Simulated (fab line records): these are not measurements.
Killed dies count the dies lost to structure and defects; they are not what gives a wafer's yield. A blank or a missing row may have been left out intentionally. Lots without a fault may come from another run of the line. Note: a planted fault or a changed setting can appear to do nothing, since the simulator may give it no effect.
Tool commonality check    flow nand harc    Sample size 2 lots and 6 wafers

== REASON FOR OPENING ==
At NHARC_END_SORT_01 the reading killed at array is flagged on 2 of 2 lots. Fault-free wafers read 29, with a standard deviation of 11.
Rule: a lot is flagged in two cases, either no wafer of it has a number, or all its wafers with numbers fall more than 4 standard deviations from that mean. As for the other lots, they are considered sound.

lot   measured      on         killed at array, wafer by wafer  flag
L930  day 23 14:38  prober-02  671 674 672                      FLAGGED
L929  day 23 22:25  prober-02  676 676 675                      FLAGGED
Average over the flagged lots: 674; offset from the usual +645, equal to +59 standard deviations.

== TOOL THAT RAN EACH LOT ==
Before the reading, the record contains 5 process steps out of a 1159-step route. Cell contents, in order: the tool; ch with the chambers the sampled wafers went through; the start.
lot   flag     NHARC_A_CONTACT_ETCH_106          NHARC_A_CONTACT_ETCH_89                        NHARC_A_CONTACT_ETCH_98                      NHARC_A_CONTACT_CVD_19         NHARC_A_CONTACT_CMP_20
L930  FLAGGED  rie diel-10 ch 1,3, day 21 02:02  rie diel-03 ch 0,1,2, day 21 14:10 or earlier  rie diel-03 ch 1,2, day 21 14:10 or earlier  cvd w-01 ch 0,1, day 21 14:10  cmp-01 ch 1,3, day 21 14:56
L929  FLAGGED  rie diel-03 ch 1,3, day 21 01:02  rie diel-03 ch 0,1,2, day 21 13:17 or earlier  rie diel-06 ch 0,3, day 21 13:17 or earlier  cvd w-01 ch 0,1, day 21 13:17  cmp-04 ch 0,2,3, day 21 14:13
These steps, and what they do:
- NHARC_A_CONTACT_ETCH_106: etches the open film in CF4/O2, target depth 60 nm, overetch 6 nm, time 33 s.
- NHARC_A_CONTACT_ETCH_89: etches the open film in N2/H2, target depth 260 nm, time 475.3 s.
- NHARC_A_CONTACT_ETCH_98: etches the open film in C4F6/O2, target depth 20 nm, time 10 s.
- NHARC_A_CONTACT_CVD_19: deposits W, target thk 300 nm, time 802 s.
- NHARC_A_CONTACT_CMP_20: polishes, t overpolish 30 s, target thk 300 nm.
- NHARC_END_SORT_01

== FLAGGED AGAINST TOTAL, ONE TOOL AT A TIME (gauges that did the reading follow at the end) ==
step                      tool         lots run  flagged  share of the flagged lots  sound lots run after its first flagged lot
NHARC_A_CONTACT_ETCH_106  rie diel-03  1         1        some                       0
NHARC_A_CONTACT_ETCH_106  rie diel-10  1         1        some                       0
NHARC_A_CONTACT_ETCH_89   rie diel-03  2         2        all                        0
NHARC_A_CONTACT_ETCH_98   rie diel-03  1         1        some                       0
NHARC_A_CONTACT_ETCH_98   rie diel-06  1         1        some                       0
NHARC_A_CONTACT_CVD_19    cvd w-01     2         2        all                        0
NHARC_A_CONTACT_CMP_20    cmp-01       1         1        some                       0
NHARC_A_CONTACT_CMP_20    cmp-04       1         1        some                       0
NHARC_END_SORT_01         prober-02    2         2        all                        0
Because NHARC_A_CONTACT_ETCH_89 lacks a start for some lots, the hours and order of its lots are taken from NHARC_A_CONTACT_CVD_19. Because NHARC_A_CONTACT_ETCH_98 lacks a start for some lots, the hours and order of its lots are taken from NHARC_A_CONTACT_CVD_19.

== WHAT THE TABLE ALLOWS ==
Rows of the table that ran every flagged lot, 3 in all: rie diel-03 at NHARC_A_CONTACT_ETCH_89, cvd w-01 at NHARC_A_CONTACT_CVD_19, prober-02 at NHARC_END_SORT_01.
- rie diel-03 at NHARC_A_CONTACT_ETCH_89: 2 of its 2 lots flagged. It ran no sound lot before its first flagged lot in this sample, so the start can't be narrowed down.
- cvd w-01 at NHARC_A_CONTACT_CVD_19: 2 of its 2 lots flagged. It ran no sound lot before its first flagged lot in this sample, so the start can't be narrowed down.
- prober-02 at NHARC_END_SORT_01: 2 of its 2 lots flagged. It ran no sound lot before its first flagged lot in this sample, so the start can't be narrowed down.
A lot count leaves these 3 tools indistinguishable: every one of them fits a fault beginning at some hour. More lots, or a look at what each step does to the wafer, might.

== WHAT THE SIMULATOR HAD INSERTED ==
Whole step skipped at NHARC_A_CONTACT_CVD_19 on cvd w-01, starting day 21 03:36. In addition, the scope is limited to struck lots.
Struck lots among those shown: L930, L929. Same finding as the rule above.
